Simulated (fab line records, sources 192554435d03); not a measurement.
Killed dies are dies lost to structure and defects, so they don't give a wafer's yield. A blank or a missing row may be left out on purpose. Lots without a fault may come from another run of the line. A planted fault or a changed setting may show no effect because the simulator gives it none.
fab line records | flow n5_finfet
record lots=10 wafers=30 last_day=18
route steps=1938 shown BEOL_M10@1507 PASSIVATION@1936
lots that met no fault: from a run of the same line without faults
start_h: hours from the record's first day to the start of the lot's first wafer shown | wait_h: hours since the lot's step before | " the same as in the row above | L1.1+2: a row that stands for several wafers | - no value, or no start given | * or withheld: withheld | < > ~ a bound
route shown NAME@n: a module of which the file shows steps, and the number in the route of the first | usual: mean/standard deviation of fault-free wafers | same: alike in all rows | chamber/n: place in a boat | sites: the reading at each site | _std_site: their standard deviation | _edge_site: outer sites' mean less inner sites' | radius_mm: how far each site lies from the wafer's centre | mask NAME#n: copy n | behind: the tool/chamber that last shaped the wafer | hold: why the lot was held/for how many hours/how that ended | device: the transistor (n, p or np) that didn't switch | end of line: the same wafers' tests at the end of the route | a step without rows: its recipe alone | killed: dies lost to structure and defects at the first sort, not the wafer's yield | map: a wafer's dies, x killed, . not, _ none there
set.NAME: the setting as run; set.NAME@STEP: as run at that earlier step | model.NAME: the simulator's own value behind a step, which no gauge read
steps of the route over a sample of lots; a table a step, a row a wafer
services: from which hour (start_h, from the record's first day; less than 0 if before it) a tool's chamber was out of use, for how many hours, and why
## steps
# step N5_BEOL_M10_ETCH_66
# recipe chemistry=N2/H2 target=SOC target_depth_a=1200 overetch_a=240 mask_material=SiARC temp_c=40 time_s=180 ion_energy_ev=200 pressure_mtorr=30 source_w=840 bias_w=150 n2_flow_sccm=200 h2_flow_sccm=200
# usual drypump_motor_current_A=5.6/0.48 oes_product_au=0.63/0.073 rf_vpp_V=523.0/2.4 showerhead_plenum_p_Torr=2.51/0.083 throttle_valve_pct=17.95/0.23
# columns lot.wafer tool chamber start_h wait_h drypump_motor_current_A oes_product_au rf_hours_counter_h rf_vpp_V showerhead_plenum_p_Torr throttle_valve_pct
L207.2 rie_diel-05 2 235.27 0.0 5.1 0.58 200 520.6 2.42 17.60
L207.3 " 0 " " 5.7 0.56 245 523.0 2.50 18.09
L207.6 " 3 " " 5.9 0.57 - 521.0 2.42 17.91
L208.3 rie_diel-02 1 247.55 0.0 5.8 0.64 104 526.8 2.67 18.10
L208.4 " 2 " " 6.7 0.80 1 525.8 2.60 17.75
L208.6 " 0 " " 5.9 0.75 - 521.6 2.49 17.73
L216.1 rie_diel-01 0 281.79 0.0 6.3 0.56 233 522.7 2.50 18.09
L216.3 " 1 " " 5.2 0.60 174 521.9 2.43 18.41
L216.6 " 2 " " 5.1 0.58 - 524.3 2.52 18.02
L215.2 rie_diel-05 2 288.20 0.0 5.1 0.56 221 520.1 2.41 17.63
L215.3 " 1 " " 5.2 0.65 106 521.4 2.46 17.81
L215.6 " 2 " " 5.1 0.56 - 521.0 2.41 17.62
L217.4 rie_diel-05 0 292.79 0.0 5.6 0.78 6 521.9 2.50 17.72
L217.5 " 2 " " 5.1 0.57 - 520.2 2.41 17.62
L217.6 " 3 " " 5.9 0.56 - 519.7 2.41 17.95
L222.1 rie_diel-02 1 317.25 0.0 5.8 0.63 128 527.7 2.66 18.14
L222.4 " 0 " " 5.9 0.71 48 521.9 2.48 17.76
L222.6 " 0 " " 5.9 0.71 - 522.5 2.48 17.76
L224.2 rie_diel-01 1 327.51 0.0 5.2 0.59 191 520.1 2.43 18.42
L224.3 " 3 " " 5.8 0.58 222 526.2 2.63 18.08
L224.6 " 0 " " 6.4 0.56 - 522.4 2.49 18.11
L226.1 rie_diel-02 0 356.64 0.0 5.9 0.69 62 522.2 2.48 17.77
L226.3 " 3 " " 5.4 0.70 51 524.7 2.58 17.75
L226.5 " 1 " " 5.8 0.62 - 526.7 2.66 18.16
L230.4 rie_diel-01 3 359.55 0.0 5.8 0.57 236 526.4 2.62 18.10
L230.5 " 3 " " 5.7 0.58 - 524.7 2.62 18.10
L230.6 " 0 " " 6.3 0.79 - 522.8 2.49 17.70
L229.2 rie_diel-02 2 375.63 0.0 6.8 0.71 44 525.5 2.58 17.83
L229.3 " 3 " " 5.4 0.70 57 524.2 2.58 17.76
L229.5 " 0 " " 5.9 0.69 - 520.3 2.47 17.78
# step N5_BEOL_M10_VIA_ETCH_34
# recipe chemistry=C4F6/O2 target=SiCOH_lowk target_depth_a=1845 mask_material=SOC taper_deg=4 time_s=69.2 ion_energy_ev=250 pressure_mtorr=30 source_w=345 bias_w=185 Ar_flow_sccm=300 C4F6_flow_sccm=10 O2_flow_sccm=10
# usual drypump_motor_current_A=5.6/0.48 oes_product_au=0.78/0.095 rf_vpp_V=668/5.3 showerhead_plenum_p_Torr=2.81/0.088 throttle_valve_pct=21.01/0.2
# columns lot.wafer tool chamber start_h wait_h drypump_motor_current_A oes_product_au rf_hours_counter_h rf_vpp_V showerhead_plenum_p_Torr throttle_valve_pct
L207.2 rie_diel-05 2 235.39 0.0 5.1 0.71 200 660 2.70 20.60
L207.3 " 0 " " 5.6 0.67 245 672 2.81 21.15
L207.6 " 3 " " 5.9 0.71 - 664 2.72 20.98
L208.3 rie_diel-02 1 247.67 0.0 5.7 0.80 104 671 2.98 21.11
L208.4 " 2 " " 6.7 0.98 1 658 2.91 20.91
L208.6 " 0 " " 5.9 0.93 - 674 2.78 20.87
L216.1 rie_diel-01 0 281.91 0.0 6.3 0.70 233 665 2.81 21.24
L216.3 " 1 " " 5.2 0.75 174 670 2.73 21.33
L216.6 " 2 " " 5.1 0.71 - 666 2.82 21.00
L215.2 rie_diel-05 2 288.33 0.0 5.1 0.70 221 661 2.69 20.65
L215.3 " 1 " " 5.3 0.80 106 669 2.74 20.81
L215.6 " 2 " " 5.1 0.69 - 662 2.69 20.64
L217.4 rie_diel-05 0 292.91 0.0 5.7 0.98 6 672 2.80 20.83
L217.5 " 2 " " 5.1 0.69 - 660 2.69 20.64
L217.6 " 3 " " 5.9 0.69 - 667 2.71 21.00
L222.1 rie_diel-02 1 317.37 0.0 5.8 0.78 128 672 2.96 21.15
L222.4 " 0 " " 5.9 0.89 49 674 2.77 20.91
L222.6 " 0 " " 5.9 0.89 - 674 2.77 20.91
L224.2 rie_diel-01 1 327.63 0.0 5.2 0.73 191 669 2.72 21.33
L224.3 " 3 " " 5.7 0.71 222 675 2.93 21.15
L224.6 " 0 " " 6.3 0.68 - 665 2.80 21.29
L226.1 rie_diel-02 0 356.76 0.0 5.9 0.87 62 674 2.77 20.92
L226.3 " 3 " " 5.4 0.87 51 666 2.89 20.85
L226.5 " 1 " " 5.8 0.77 - 669 2.96 21.19
L230.4 rie_diel-01 3 359.68 0.0 5.7 0.71 236 676 2.93 21.18
L230.5 " 3 " " 5.7 0.71 - 678 2.93 21.18
L230.6 " 0 " " 6.3 0.99 - 664 2.80 20.93
L229.2 rie_diel-02 2 375.76 0.0 6.7 0.88 44 658 2.89 20.97
L229.3 " 3 " " 5.4 0.85 57 667 2.88 20.85
L229.5 " 0 " " 5.9 0.85 - 676 2.76 20.94
# step N5_BEOL_M10_SURFACE_TREAT_76
# recipe gas=Ar time_s=* ion_energy_ev=* ion_current_ma_cm2=0.5 pressure_mtorr=* ar_flow_sccm=30
# usual throttle_valve_pct=*
# columns lot.wafer tool chamber start_h wait_h throttle_valve_pct
L207.2 pvd_sputter-02 - 236.84 0.4 *
L207.3 " - " " *
L207.6 " - " " *
L208.3 pvd_sputter-03 - 249.75 0.7 *
L208.4 " - " " *
L208.6 " - " " *
L216.1 pvd_sputter-02 - 283.34 0.2 *
L216.3 " - " " *
L216.6 " - " " *
L215.2 pvd_sputter-02 - 291.07 0.2 *
L215.3 " - " " *
L215.6 " - " " *
L217.4 pvd_sputter-03 - 294.47 0.1 *
L217.5 " - " " *
L217.6 " - " " *
L222.1 pvd_sputter-03 - 320.98 0.2 *
L222.4 " - " " *
L222.6 " - " " *
L224.2 pvd_sputter-03 - 329.83 0.2 *
L224.3 " - " " *
L224.6 " - " " *
L226.1 pvd_sputter-03 - 358.48 0.4 *
L226.3 " - " " *
L226.5 " - " " *
L230.4 pvd_sputter-03 - 361.40 0.2 *
L230.5 " - " " *
L230.6 " - " " *
L229.2 pvd_sputter-03 - 377.74 0.3 *
L229.3 " - " " *
L229.5 " - " " *
# step N5_BEOL_M10_CVD_75
# recipe material=Co target_thk_a=20 temp_c=withheld precursor=CCTBA/H2 pressure_torr=30 time_s=138.9
# columns lot.wafer tool chamber start_h wait_h
L207.2+3+6 cvd_co-02 1,2,2 236.93 0.1
L208.3+4+6 cvd_co-02 0,0,2 249.87 0.1
L216.1+3+6 cvd_co-02 1,0,2 283.46 0.1
L216.1+3+6 cvd_co-02 1,0,2 283.74 0.2
L215.2+3+6 cvd_co-02 0,1,1 291.13 0.0
L215.2+3+6 cvd_co-02 0,1,1 291.40 0.2
L217.4+5+6 cvd_co-02 2,0,1 294.64 0.1
L222.1+4+6 cvd_co-01 0,1,0 321.11 0.1
L222.1+4+6 cvd_co-01 0,1,0 321.62 0.5
L224.2+3+6 cvd_co-02 0,2,2 329.90 0.0
L226.1+3+5 cvd_co-02 1,0,0 358.77 0.3
L230.4+5+6 cvd_co-02 2,0,1 361.51 0.1
L229.2+3+5 cvd_co-02 1,0,1 377.84 0.1
# step N5_BEOL_M10_CMP_52
# recipe stop_on=SiCOH_lowk t_overpolish_s=7 down_force_psi=1 platen_rpm=50 clearing_platen_down_force_psi=1.5 clearing_platen_rpm=50 post_cmp_clean=cu_alkaline target_thk_nm=140 clearing_platen_pad_velocity_m_s=0.99484 pad_velocity_m_s=0.99484
# usual barrier_field_endpoint_s=28.9/0.64 edge_zone_pressure_frac=1.000/0.005 motor_current_A=6.1/0.6 overpolish_run_s=7.000/0.0083 pad_life_wafers=989/660 slurry_flow_ml_min=150.0/0.48 time_to_endpoint_s=66.3/2.5
# columns lot.wafer tool chamber start_h wait_h barrier_field_endpoint_s edge_zone_pressure_frac motor_current_A overpolish_run_s pad_life_wafers slurry_flow_ml_min time_to_endpoint_s
L207.3 cmp-01 0 237.81 0.2 29.2 1.001 5.8 7.002 1770 149.9 68.5
L207.2 " 2 " " 28.8 1.004 5.2 6.994 1772 150.1 70.7
L207.6 " 1 " " 29.3 1.005 6.4 7.001 - 150.8 67.7
L208.4 cmp-02 0 250.70 0.2 28.5 1.002 6.7 6.993 236 150.0 68.1
L208.3 " 1 " " 27.6 0.996 7.4 6.970 237 149.7 67.1
L208.6 " 2 " " 29.0 1.002 6.0 6.996 - 149.9 67.7
L216.3 cmp-01 1 284.38 0.2 31.8 1.000 6.3 6.997 33 150.5 66.4
L216.1 " 0 " " 32.0 1.007 5.4 7.000 36 150.5 70.6
L216.6 " 1 " " 31.5 0.998 6.4 6.991 - 150.4 66.7
L215.3 cmp-02 1 292.17 0.2 30.4 1.002 7.1 6.980 551 150.5 64.6
L215.2 " 2 " " 31.9 0.990 6.2 7.007 552 150.4 67.1
L215.6 " 3 " " 32.5 0.993 6.4 7.008 - 150.3 69.0
L217.4 cmp-02 3 295.50 0.2 29.4 0.999 6.4 7.000 589 149.6 67.0
L217.6 " 2 " " 28.8 0.997 6.5 7.007 - 150.5 65.6
L217.5 " 3 " " 29.0 1.002 6.4 7.007 - 150.4 66.2
L222.1 cmp-01 2 322.34 0.3 32.2 1.001 5.4 6.998 334 149.2 68.2
L222.4 " 0 " " 32.3 1.002 5.6 7.005 336 150.0 65.7
L222.6 " 2 " " 32.8 0.995 4.8 6.995 - 149.6 71.1
L224.3 cmp-01 2 330.60 0.2 28.9 0.996 4.9 6.998 396 150.2 67.7
L224.2 " 0 " " 28.7 1.001 5.4 7.005 398 149.5 68.0
L224.6 " 3 " " 28.6 1.002 5.7 6.999 - 149.8 63.6
L226.3 cmp-03 1 359.61 0.2 28.6 0.992 5.7 6.996 1926 150.1 64.0
L226.1 " 2 " " 27.8 1.004 6.0 7.013 1927 149.0 60.7
L226.5 " 2 " " 28.1 1.010 5.9 6.990 - 149.4 62.7
L230.4 cmp-02 1 362.12 0.1 29.5 0.997 6.9 7.011 1152 150.3 63.8
L230.6 " 1 " " 29.5 1.003 7.0 7.006 - 149.8 62.7
L230.5 " 2 " " 29.8 1.014 6.5 7.005 - 149.5 65.9
L229.3 cmp-02 3 378.75 0.2 30.0 0.999 6.4 6.999 1326 149.9 66.1
L229.2 " 2 " " 29.8 1.005 6.2 6.999 1329 149.0 64.4
L229.5 " 3 " " 29.5 0.997 6.5 6.993 - 149.8 64.1
# step N5_PASSIVATION_PROBE_49
# usual defect_limited_yield=91.6/1.4 killed_at_M0_to_M3=33/9.7 killed_at_M4_up=13/5.4 killed_at_contacts=13/6.6 killed_at_front_end=36/11 killed_at_other=3.9/3 killed_dies=99/16 killed_open=66/12 killed_short=32/7.9 sort_bin_5_function=4.9/0.9 sort_bin_6_memory=3.2/0.67 sort_n_pass=1081/16 sort_yield_pct=91.6/1.4
# same gross_dies=1180 killed_at_back_side=0 sort_bin_4_leakage[%]=0 sort_bin_8_speed[%]=0
# columns lot.wafer tool chamber start_h wait_h defect_limited_yield[%] killed_at_M0_to_M3 killed_at_M4_up killed_at_contacts killed_at_front_end killed_at_other killed_dies killed_open killed_short sort_bin_5_function[%] sort_bin_6_memory[%] sort_n_pass sort_yield_pct[%]
L216.1 prober-02 - 329.10 0.0 94.1 20 9 5 34 2 70 50 20 4.1 1.9 1110 94.1
L216.3 prober-02 - 329.20 0.1 90.9 42 23 13 29 0 107 75 31 5.3 3.4 1073 90.9
L216.6 prober-02 - 329.35 0.3 90.4 28 10 17 57 1 113 81 32 5.6 3.6 1067 90.4
L215.2 prober-02 - 338.61 0.1 89.0 52 18 8 48 4 130 94 36 6.2 4.2 1050 89.0
L215.3 prober-02 - 338.66 0.1 92.9 35 8 7 31 3 84 53 30 4.7 1.9 1096 92.9
L215.6 prober-02 - 338.81 0.3 93.0 31 15 8 25 4 83 57 25 4.1 2.8 1097 93.0
L224.2 prober-01 - 380.51 0.1 92.8 32 4 16 29 4 85 56 29 3.8 3.1 1095 92.8
L224.3 prober-01 - 380.56 0.1 91.6 26 5 20 46 2 99 68 30 5.0 3.2 1081 91.6
L224.6 prober-01 - 380.71 0.3 91.5 21 18 25 28 8 100 70 30 5.8 2.5 1080 91.5
L229.2 prober-01 - 427.12 0.1 91.2 40 10 5 37 12 104 64 39 4.5 3.7 1076 91.2
L229.3 prober-01 - 427.17 0.1 91.1 43 22 4 32 4 105 65 39 5.5 2.9 1075 91.1
L229.5 prober-01 - 427.27 0.2 90.8 34 17 11 41 5 108 69 39 5.8 2.8 1072 90.8
# killed by level:class
L216.1 STI_FIN_REVEAL:geometric_particle:open=8 BEOL_M0_SAQP:geometric_particle:open=6 STARTING-WAFER:geometric_particle:open=6 GATE_CUT:geometric_particle:short=5 FIN_SAQP:geometric_particle:open=4 MOL_CONTACT_COAG:geometric_particle:open=4 BEOL_M3:geometric_particle:open=4 DUMMY_GATE:geometric_particle:open=3
L216.3 BEOL_M0_SAQP:geometric_particle:open=14 BEOL_M3:geometric_particle:open=13 MOL_CONTACT_COAG:geometric_particle:open=11 BEOL_M0_SAQP:geometric_particle:short=11 FIN_SAQP:geometric_particle:short=8 BEOL_M5:geometric_particle:open=8 BEOL_M4:geometric_particle:open=7 DUMMY_GATE:geometric_particle:open=5
L216.6 MOL_CONTACT_COAG:geometric_particle:open=16 FIN_SAQP:geometric_particle:open=11 FIN_SAQP:geometric_particle:short=11 STI_FIN_REVEAL:geometric_particle:open=10 BEOL_M1:geometric_particle:open=10 BEOL_M4:geometric_particle:open=6 BEOL_M3:geometric_particle:open=6 ILD0:geometric_particle:short=5
L215.2 STI_FIN_REVEAL:geometric_particle:open=12 BEOL_M0_SAQP:geometric_particle:open=11 BEOL_M3:geometric_particle:open=9 BEOL_M2:geometric_particle:open=9 DUMMY_GATE:geometric_particle:open=8 MOL_CONTACT_COAG:geometric_particle:open=8 FIN_SAQP:geometric_particle:open=7 BEOL_M4:geometric_particle:open=7
L215.3 STI_FIN_REVEAL:geometric_particle:open=10 BEOL_M3:geometric_particle:open=9 BEOL_M0_SAQP:geometric_particle:open=8 MOL_CONTACT_COAG:geometric_particle:open=7 BEOL_M0_SAQP:geometric_particle:short=5 STARTING-WAFER:geometric_particle:short=5 BEOL_M1:geometric_particle:open=4 FIN_SAQP:geometric_particle:short=3
L215.6 STI_FIN_REVEAL:geometric_particle:open=11 MOL_CONTACT_COAG:geometric_particle:open=6 BEOL_M8:geometric_particle:open=6 BEOL_M0_SAQP:geometric_particle:short=5 BEOL_M1:geometric_particle:open=5 BEOL_M2:geometric_particle:open=5 BEOL_M3:geometric_particle:open=5 DUMMY_GATE:geometric_particle:open=3
L224.2 MOL_CONTACT_COAG:geometric_particle:open=14 BEOL_M1:geometric_particle:open=9 FIN_SAQP:geometric_particle:short=8 GATE_CUT:geometric_particle:short=7 BEOL_M2:geometric_particle:open=6 FIN_SAQP:geometric_particle:open=5 BEOL_M3:geometric_particle:open=5 STI_FIN_REVEAL:geometric_particle:open=4
L224.3 STI_FIN_REVEAL:geometric_particle:open=21 MOL_CONTACT_COAG:geometric_particle:open=13 BEOL_M1:geometric_particle:open=8 MOL_CONTACT_COAG:geometric_particle:short=7 GATE_CUT:geometric_particle:short=6 BEOL_M2:geometric_particle:open=6 STI_FIN_REVEAL:geometric_particle:short=5 FIN_SAQP:geometric_particle:open=3
L224.6 MOL_CONTACT_COAG:geometric_particle:open=20 BEOL_M4:geometric_particle:open=11 FIN_SAQP:geometric_particle:open=7 STI_FIN_REVEAL:geometric_particle:open=7 MOL_CONTACT_COAG:geometric_particle:short=5 BEOL_M1:geometric_particle:open=5 FIN_SAQP:geometric_particle:short=4 MIM_TOP_ETCH:geometric_particle:short=4
L229.2 DUMMY_GATE:geometric_particle:open=11 BEOL_M3:geometric_particle:open=10 BEOL_M0_SAQP:geometric_particle:open=9 BEOL_M1:geometric_particle:open=8 GATE_CUT:geometric_particle:short=7 FIN_SAQP:geometric_particle:short=6 BEOL_M0_SAQP:geometric_particle:short=6 PAD_METAL:geometric_particle:open=6
L229.3 FIN_SAQP:geometric_particle:open=10 BEOL_M0_SAQP:geometric_particle:short=8 BEOL_M0_SAQP:geometric_particle:open=8 BEOL_M0:geometric_particle:short=8 BEOL_M3:geometric_particle:open=8 BEOL_M4:geometric_particle:open=7 BEOL_M2:geometric_particle:open=7 BEOL_M4:geometric_particle:short=5
L229.5 FIN_SAQP:geometric_particle:short=9 MOL_CONTACT_COAG:geometric_particle:open=8 BEOL_M0_SAQP:geometric_particle:open=8 BEOL_M4:geometric_particle:open=7 FIN_SAQP:geometric_particle:open=6 STI_FIN_REVEAL:geometric_particle:open=6 BEOL_M3:geometric_particle:open=5 DUMMY_GATE:geometric_particle:open=4
## services
# columns tool chamber start_h hours kind
cmp-03 - 212.43 9.3 pm
cmp-02 - 217.07 4.0 pm
rie_diel-02 - 226.47 0.7 repair
cmp-02 - 236.73 3.6 pm
rie_diel-02 1 237.00 5.9 repair
cvd_co-01 - 245.95 6.9 pm
cmp-01 - 276.89 4.0 pm
cmp-02 - 282.84 3.9 repair
cvd_co-02 - 284.48 3.8 pm
cmp-02 - 301.49 0.3 repair
rie_diel-01 3 303.84 3.5 repair
cmp-01 - 312.41 0.7 repair
cmp-03 - 313.49 3.7 repair
cvd_co-01 2 319.64 1.8 repair
cvd_co-02 1 333.37 - clean
cvd_co-02 1 333.37 22.0 scheduled_down
cvd_co-02 1 333.37 22.0 vent_cycle
cmp-03 - 351.46 1.7 repair
cmp-02 - 353.40 3.8 repair
cmp-01 - 354.70 3.7 pm
cvd_co-01 - 357.82 0.6 repair
pvd_sputter-02 - 366.55 13.9 repair
cmp-03 - 374.51 2.8 repair
cvd_co-01 - 377.91 0.6 repair
## key
first_sign step=N5_BEOL_M10_CVD_75 reading=visit direction=added
effect step=N5_BEOL_M10_CMP_52 reading=barrier_field_endpoint_s direction=up sigmas=4.8 usual=28.9 struck=31.9
met_at N5_BEOL_M10_CVD_75
struck_lots L215,L216,L222
not_acting_at N5_BEOL_M10_ETCH_66,N5_BEOL_M10_VIA_ETCH_34,N5_BEOL_M10_SURFACE_TREAT_76
fault kind=repeated_step_whole tool=cvd_co-01,cvd_co-02 chamber=- onset_h=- steps=N5_BEOL_M10_CVD_75 times=1 scope=struck_lots_only
